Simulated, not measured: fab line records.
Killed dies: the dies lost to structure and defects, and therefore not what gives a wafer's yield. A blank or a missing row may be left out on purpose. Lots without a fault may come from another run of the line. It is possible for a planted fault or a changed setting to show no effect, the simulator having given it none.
Matching of chambers -- flow nand-harc -- 4 sister chambers for NHARC_P_M1_CMP_23 on cmp-03
The step polishes, t overpolish 20 s, target thk 157.82 nm. 4 wafers are shown with their chamber, then 9 later ones without.

WAFERS, EACH WITH ITS CHAMBER
wafer,chamber,motor-current-A (A)
L078.6,3,13.0
L088.1,2,11.8
L088.2,0,10.5
L088.3,1,11.2

WAFERS WITHOUT THEIR CHAMBER
wafer,motor-current-A (A)
L088.4,12.4
L088.5,10.4
L088.6,12.7
L093.2,13.1
L093.3,10.4
L093.4,11.3
L094.4,10.0
L094.5,12.9
L094.6,12.1

THE CHAMBER EACH PASSED THROUGH
wafer,from the rows above,in truth
L088.4,can't be placed: 2 or 3 or 1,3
L088.5,0,0
L088.6,can't be placed: 3 or 2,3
L093.2,3,3
L093.3,0,0
L093.4,can't be placed: 1 or 2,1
L094.4,0,0
L094.5,3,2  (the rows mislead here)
L094.6,can't be placed: 2 or 1 or 3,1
Placed correctly: 4 of 9. Cannot be placed on the basis of these rows: 4; the candidates contain the true chamber in 4. Wrongly placed: 1.
How it was worked out, from the rows above alone: a wafer's distance from a chamber is the root of the sum, over the readings, of the square of ((its reading less the chamber's mean) divided by the reading's scatter). The wafer belongs to the nearest chamber; if the next one is less than 2 further off, it can't be placed. Each chamber's mean is taken over the wafers shown for it. The scatter: with one shown wafer a chamber, the root of the mean of the squares of how far each hidden wafer lies from its nearest shown one.
